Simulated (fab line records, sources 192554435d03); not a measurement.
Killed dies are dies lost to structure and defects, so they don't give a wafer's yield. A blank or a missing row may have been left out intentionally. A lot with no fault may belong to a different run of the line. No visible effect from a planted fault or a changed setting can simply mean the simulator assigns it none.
The tool behind it: which one?	flow n5 finfet	Sampling: 12 lots, 30 wafers, 4 of 1938 route steps

== WHAT THE GAUGES SHOWED, per wafer ==
N5_BEOL_M8_CD_MEAS_28 targets a cd of 40 nm.
lot	measured	on	cd nm (nm)
L807	day 9 20:26	cd sem-01	39.60 39.98
L809	day 9 21:23	cd sem-03	39.66 39.72
L810	day 10 11:28	cd sem-03	40.10 39.83 39.98
L811	day 10 17:18	cd sem-02	39.95 39.90 39.91
L814	day 11 06:18	cd sem-03	40.00 39.98
L815	day 11 20:32	cd sem-03	40.21 40.14
L819	day 12 07:25	cd sem-03	40.15 39.93 39.99
L821	day 12 15:02	cd sem-03	39.93 39.80 39.78
L823	day 13 23:50	cd sem-01	39.77 40.03 39.82
L827	day 14 21:53	cd sem-02	40.25 39.95
L828	day 14 23:42	cd sem-02	39.87 39.62
L830	day 15 08:31	cd sem-02	39.82 40.07 39.65

N5_BEOL_M8_OVL_MEAS_29.
lot	measured	on	V7_OVL (nm)
L807	day 9 20:28	overlay-01	0.0 0.3
L809	day 9 21:25	overlay-01	-0.3 0.7
L810	day 10 11:31	overlay-02	-0.9 -0.4 -0.3
L811	day 10 17:20	overlay-02	0.7 0.2 0.3
L814	day 11 06:20	overlay-02	-1.6 -0.9
L815	day 11 20:34	overlay-02	0.2 -0.5
L819	day 12 07:27	overlay-01	-0.3 -0.2 -0.2
L821	day 12 15:04	overlay-01	11.6 12.4 12.0
L823	day 13 23:52	overlay-02	10.7 12.4 11.7
L827	day 14 21:55	overlay-02	-0.1 0.4
L828	day 14 23:44	overlay-02	0.6 0.5
L830	day 15 08:32	overlay-01	-0.1 -0.1 -0.7

== WHICH TOOL RAN EACH LOT (tool, then ch and the chambers of the sampled wafers, then the start) ==
lot	N5_BEOL_M8_STRIP_67	N5_BEOL_M8_EXPOSE_25
L807	rie diel-02 ch 0,3, day 9 17:38	euv scanner-02 ch 0, day 9 20:18
L809	rie diel-02 ch 0,2, day 9 17:53	euv scanner-01 ch 0, day 9 21:16
L810	rie diel-06 ch 0,3, day 10 10:42	euv scanner-02 ch 0, day 10 11:21
L811	rie diel-06 ch 0,2,3, day 10 14:37	euv scanner-02 ch 0, day 10 17:10
L814	rie diel-06 ch 0,3, day 11 05:33	euv scanner-02 ch 0, day 11 06:11
L815	rie diel-03 ch 1,2, day 11 19:46	euv scanner-01 ch 0, day 11 20:24
L819	rie diel-03 ch 0,2,3, day 12 06:46	euv scanner-01 ch 0, day 12 07:17
L821	rie diel-02 ch 0,1,2, day 12 13:06	euv scanner-02 ch 0, day 12 14:54
L823	rie diel-02 ch 0,2,3, day 13 22:02	euv scanner-02 ch 0, day 13 23:43
L827	rie diel-06 ch 1, day 14 20:46	euv scanner-01 ch 0, day 14 21:46
L828	rie diel-06 ch 2, day 14 22:06	euv scanner-01 ch 0, day 14 23:35
L830	rie diel-06 ch 1,2,3, day 15 05:47	euv scanner-01 ch 0, day 15 08:22
- N5_BEOL_M8_STRIP_67: strips in CF4.
- N5_BEOL_M8_EXPOSE_25: exposes mask V7, target cd 40 nm.

== AS READ BY THE TOOLS THEMSELVES (means over the sampled wafers that have a number; for cases with no such wafer, the mark the record gives instead) ==
N5_BEOL_M8_STRIP_67.
lot	tool	drypump motor current A (A)	oes product au (a.u.)	rf vpp V (V)	showerhead plenum p Torr (Torr)	throttle valve pct (%)
L807	rie diel-02	5.7	0.84	271.1	1.79	13.47
L809	rie diel-02	6.0	0.79	270.5	1.76	13.73
L810	rie diel-06	5.9	0.81	273.9	1.88	13.29
L811	rie diel-06	5.7	0.82	272.0	1.85	13.19
L814	rie diel-06	5.9	0.81	272.8	1.88	13.27
L815	rie diel-03	5.5	0.85	273.5	1.90	13.58
L819	rie diel-03	5.7	0.81	271.8	1.83	13.61
L821	rie diel-02	5.9	0.90	271.8	1.78	13.37
L823	rie diel-02	5.6	0.83	270.0	1.77	13.44
L827	rie diel-06	6.1	0.74	270.3	1.72	13.66
L828	rie diel-06	5.1	0.80	272.5	1.79	13.16
L830	rie diel-06	5.7	0.77	271.1	1.79	13.44

== THE ANSWER, worked out from the rows above alone ==
Rule: what is usual is taken from the lots themselves. Put in order of their means at a reading, lots are off if they are a third of the lots or fewer, leave a main group of 4 or more, and stand apart from it by a gap of 3 or more times the standard deviation of the main group's means; of several such gaps the widest counts. Not used: any main group whose means are identical at the precision the tables above print for the reading. A lot without any number at a reading at which 4 lots or more have one is off too. All remaining lots with rows at the step are treated as sound. The gauges are gone through in route order, then the tools' own readings, and for those a lot's mean is taken as printed above. At the first step where some lot is off, the reading lying furthest off is the one used; lots without a number count as furthest.
Off: at N5_BEOL_M8_OVL_MEAS_29 (V7_OVL), L821, L823. The main group has a mean of -0.1 nm with a standard deviation of 0.5.
A tool fits if, at a process step before that reading, it ran every lot that is off, and no sound lot after the first of them. The gauges at N5_BEOL_M8_OVL_MEAS_29 are tried like those tools. Undecided on this evidence; 2 tools fit (rie diel-02 at N5_BEOL_M8_STRIP_67, euv scanner-02 at N5_BEOL_M8_EXPOSE_25).

== WHAT THE SIMULATOR HAD INSERTED ==
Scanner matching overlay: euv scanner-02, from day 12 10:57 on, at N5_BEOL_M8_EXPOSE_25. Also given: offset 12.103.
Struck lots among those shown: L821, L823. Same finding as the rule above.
